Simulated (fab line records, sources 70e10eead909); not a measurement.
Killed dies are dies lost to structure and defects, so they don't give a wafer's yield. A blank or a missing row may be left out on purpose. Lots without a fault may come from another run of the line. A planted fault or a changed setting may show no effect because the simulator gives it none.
Which tool did it? | flow nand_harc | 12 lots, 36 wafers sampled, at 6 steps of a route of 1302

WHAT THE GAUGES READ, wafer by wafer
NHARC_P_CONTACT_CD_MEAS_12: target cd 90 nm. Usual: cd_nm 89.7 nm, standard deviation 0.84.
lot  | measured     | on        | cd_nm (nm)                    | flag
L250 | day 5 23:44  | cd_sem-03 | 90.3 89.7 91.3                |
L251 | day 6 10:52  | cd_sem-02 | 89.4 89.5 89.0                |
L252 | day 6 12:47  | cd_sem-02 | 90.4 89.8 89.6                |
L253 | day 7 11:08  | cd_sem-03 | 88.8 90.2 88.7                |
L256 | day 8 05:50  | cd_sem-02 | 90.2 90.8 90.3                |
L257 | day 8 21:33  | cd_sem-03 | 88.4 89.6 88.8                |
L258 | day 9 04:44  | cd_sem-03 | 90.2 90.6 90.9                |
L261 | day 10 09:17 | cd_sem-01 | 90.0 89.4 90.5                |
L262 | day 10 19:08 | cd_sem-01 | 87.0 86.9 86.1 87.2 86.5 86.1 | OFF
L266 | day 12 12:39 | cd_sem-01 | 89.0 90.7 90.1                |
L272 | day 14 23:59 | cd_sem-01 | 89.8 88.5 88.9                |
L273 | day 15 08:52 | cd_sem-02 | 90.6 90.1 92.0                |

NHARC_END_SORT_01. Usual: killed_at_array 53, standard deviation 20; killed_at_other 1, standard deviation 1.2; killed_at_periphery 3.7, standard deviation 2.6; killed_dies 58, standard deviation 20; killed_open 3.5, standard deviation 1.8; killed_short 2.4, standard deviation 1.7.
lot  | measured     | on        | killed_at_array | killed_at_other | killed_at_periphery | killed_dies | killed_open | killed_short | flag
L262 | day 29 06:35 | prober-01 | 78              | 0               | 5                   | 83          | 2           | 6            |

WHICH TOOL RAN EACH LOT (tool, then ch and the chambers of the sampled wafers, then the start)
lot  | NHARC_P_GATE_RTA_64              | NHARC_P_GATE_RTA_82              | NHARC_P_CONTACT_EXPOSE_09          | NHARC_P_CONTACT_ETCH_31
L250 | rtp_anneal-01 ch 0, day 5 20:54  | rtp_anneal-02 ch 0, day 5 21:58  | arfi_scanner-03 ch 0, day 5 23:37  | rie_diel-04 ch 0,2,3, no start
L251 | rtp_anneal-02 ch 0, day 6 07:58  | rtp_anneal-01 ch 0, day 6 09:12  | arfi_scanner-03 ch 0, day 6 10:44  | rie_diel-04 ch 0,1, no start
L252 | rtp_anneal-02 ch 0, day 6 09:51  | rtp_anneal-02 ch 0, day 6 10:59  | arfi_scanner-01 ch 0, day 6 12:38  | rie_diel-05 ch 2,3, no start
L253 | rtp_anneal-02 ch 0, day 7 08:14  | rtp_anneal-01 ch 0, day 7 09:18  | arfi_scanner-02 ch 0, day 7 11:00  | rie_diel-05 ch 1,2,3, no start
L256 | rtp_anneal-01 ch 0, day 8 03:04  | rtp_anneal-02 ch 0, day 8 04:11  | arfi_scanner-01 ch 0, day 8 05:42  | rie_diel-05 ch 1,2,3, no start
L257 | rtp_anneal-01 ch 0, day 8 18:40  | rtp_anneal-02 ch 0, day 8 19:50  | arfi_scanner-01 ch 0, day 8 21:25  | rie_diel-06 ch 1,3, no start
L258 | rtp_anneal-01 ch 0, day 9 02:02  | rtp_anneal-01 ch 0, day 9 03:05  | arfi_scanner-01 ch 0, day 9 04:36  | rie_diel-06 ch 2,3, no start
L261 | rtp_anneal-02 ch 0, day 10 06:32 | rtp_anneal-02 ch 0, day 10 07:38 | arfi_scanner-02 ch 0, day 10 09:09 | rie_diel-05 ch 1,2, no start
L262 | rtp_anneal-02 ch 0, day 10 16:19 | rtp_anneal-01 ch 0, day 10 17:23 | arfi_scanner-03 ch 0, day 10 18:59 | rie_diel-04 ch 0,1,3, day 29 06:35 or earlier
L266 | rtp_anneal-02 ch 0, day 12 09:59 | rtp_anneal-01 ch 0, day 12 11:03 | arfi_scanner-02 ch 0, day 12 12:31 | rie_diel-05 ch 2,3, no start
L272 | rtp_anneal-01 ch 0, day 14 21:17 | rtp_anneal-01 ch 0, day 14 22:21 | arfi_scanner-03 ch 0, day 14 23:52 | rie_diel-04 ch 0,1, no start
L273 | rtp_anneal-02 ch 0, day 15 06:01 | rtp_anneal-02 ch 0, day 15 07:04 | arfi_scanner-01 ch 0, day 15 08:43 | rie_diel-06 ch 0,1,2, no start
- NHARC_P_GATE_RTA_64: time 1 s.
- NHARC_P_GATE_RTA_82: time 30 s.
- NHARC_P_CONTACT_EXPOSE_09: exposes mask P CA, target cd 90 nm.
- NHARC_P_CONTACT_ETCH_31: etches the open film in CH3F/O2, target depth 30 nm, time 85.7 s.

WHAT THE TOOLS THEMSELVES READ (means of the sampled wafers that have a number; where no wafer has one, the mark that the record gives instead)
NHARC_P_GATE_RTA_64. Usual: lamp_power_pct 36.3 %, standard deviation 0.74; lamp_zone_2_pct 36.3 %, standard deviation 0.74; wafer_temp_C_max 1053.5, standard deviation 1.4.
lot  | tool          | lamp_power_pct (%) | lamp_zone_2_pct (%) | wafer_temp_C_max | flag
L250 | rtp_anneal-01 | 35.8               | 35.8                | 1052.5           |
L251 | rtp_anneal-02 | 37.3               | 37.3                | 1055.2           |
L252 | rtp_anneal-02 | 37.3               | 37.3                | 1055.0           |
L253 | rtp_anneal-02 | 37.3               | 37.3                | 1055.4           |
L256 | rtp_anneal-01 | 35.8               | 35.8                | 1052.9           |
L257 | rtp_anneal-01 | 35.8               | 35.7                | 1052.3           |
L258 | rtp_anneal-01 | 35.7               | 35.8                | 1052.1           |
L261 | rtp_anneal-02 | 37.3               | 37.3                | 1054.4           |
L262 | rtp_anneal-02 | 37.3               | 37.3                | 1056.5           |
L266 | rtp_anneal-02 | 37.3               | 37.3                | 1055.2           |
L272 | rtp_anneal-01 | 35.8               | 35.8                | 1052.7           |
L273 | rtp_anneal-02 | 37.3               | 37.3                | 1055.5           |

NHARC_P_GATE_RTA_82. Usual: lamp_power_pct 4.30 %, standard deviation 0.086; lamp_zone_2_pct 4.30 %, standard deviation 0.086; wafer_temp_C_max 451.8, standard deviation 0.69.
lot  | tool          | lamp_power_pct (%) | lamp_zone_2_pct (%) | wafer_temp_C_max | flag
L250 | rtp_anneal-02 | 4.37               | 4.37                | 451.9            |
L251 | rtp_anneal-01 | 4.19               | 4.19                | 451.0            |
L252 | rtp_anneal-02 | 4.37               | 4.37                | 452.2            |
L253 | rtp_anneal-01 | 4.19               | 4.19                | 450.9            |
L256 | rtp_anneal-02 | 4.37               | 4.37                | 452.5            |
L257 | rtp_anneal-02 | 4.36               | 4.36                | 451.9            |
L258 | rtp_anneal-01 | 4.19               | 4.19                | 451.0            |
L261 | rtp_anneal-02 | 4.36               | 4.37                | 452.1            |
L262 | rtp_anneal-01 | 4.19               | 4.19                | 451.1            |
L266 | rtp_anneal-01 | 4.19               | 4.19                | 451.6            |
L272 | rtp_anneal-01 | 4.19               | 4.19                | 451.5            |
L273 | rtp_anneal-02 | 4.37               | 4.37                | 451.8            |

NHARC_P_CONTACT_ETCH_31. Usual: ch3f_flow_sccm 49.99 sccm, standard deviation 0.16; drypump_motor_current_A 5.7 A, standard deviation 0.39; oes_product_au 0.976 a.u., standard deviation 0.015; rf_vpp_V 245.3 V, standard deviation 1.5; showerhead_plenum_p_Torr 2.53 Torr, standard deviation 0.084; throttle_valve_pct 20.664 %, standard deviation 0.01.
lot  | tool        | ch3f_flow_sccm (sccm) | drypump_motor_current_A (A) | oes_product_au (a.u.) | rf_vpp_V (V) | showerhead_plenum_p_Torr (Torr) | throttle_valve_pct (%) | flag
L250 | rie_diel-04 | 50.02                 | 5.9                         | 0.981                 | 246.3        | 2.60                            | 20.656                 |
L251 | rie_diel-04 | 49.98                 | 5.7                         | 0.994                 | 246.5        | 2.60                            | 20.659                 |
L252 | rie_diel-05 | 50.10                 | 5.6                         | 0.982                 | 245.5        | 2.57                            | 20.665                 |
L253 | rie_diel-05 | 50.05                 | 5.6                         | 0.972                 | 245.6        | 2.54                            | 20.658                 |
L256 | rie_diel-05 | 49.93                 | 5.5                         | 0.976                 | 245.8        | 2.54                            | 20.664                 |
L257 | rie_diel-06 | 49.93                 | 5.8                         | 0.981                 | 243.7        | 2.44                            | 20.661                 |
L258 | rie_diel-06 | 50.00                 | 5.8                         | 0.982                 | 245.8        | 2.54                            | 20.666                 |
L261 | rie_diel-05 | 49.84                 | 5.2                         | 0.973                 | 245.9        | 2.54                            | 20.651                 |
L262 | rie_diel-04 | 49.78                 | 5.9                         | 0.952                 | 245.8        | 2.58                            | 20.667                 |
L266 | rie_diel-05 | 50.02                 | 5.3                         | 0.969                 | 246.2        | 2.57                            | 20.670                 |
L272 | rie_diel-04 | 49.97                 | 5.7                         | 0.958                 | 246.0        | 2.59                            | 20.671                 |
L273 | rie_diel-06 | 50.00                 | 5.9                         | 0.965                 | 243.3        | 2.43                            | 20.660                 |

THE ANSWER, worked out from the rows above alone
Rule: a lot is off if the mean of its wafers that have a number lies more than 3 standard deviations from the usual mean. A lot without any number at a reading at which 4 lots or more have one is off too. The other lots that the step has rows for count as sound. The gauges are gone through in route order, then the tools' own readings, and for those a lot's mean is taken as printed above. The first step at which some lot is off is used, and at that step the reading that is off furthest; a lot without a number counts as furthest.
Off: L262, at NHARC_P_CONTACT_CD_MEAS_12 (cd_nm).
A tool fits if, at a process step before that reading, it ran every lot that is off, and no sound lot after the first of them. The gauges at NHARC_P_CONTACT_CD_MEAS_12 are tried like those tools. None of those tried fits.

WHAT THE SIMULATOR HAD PUT IN
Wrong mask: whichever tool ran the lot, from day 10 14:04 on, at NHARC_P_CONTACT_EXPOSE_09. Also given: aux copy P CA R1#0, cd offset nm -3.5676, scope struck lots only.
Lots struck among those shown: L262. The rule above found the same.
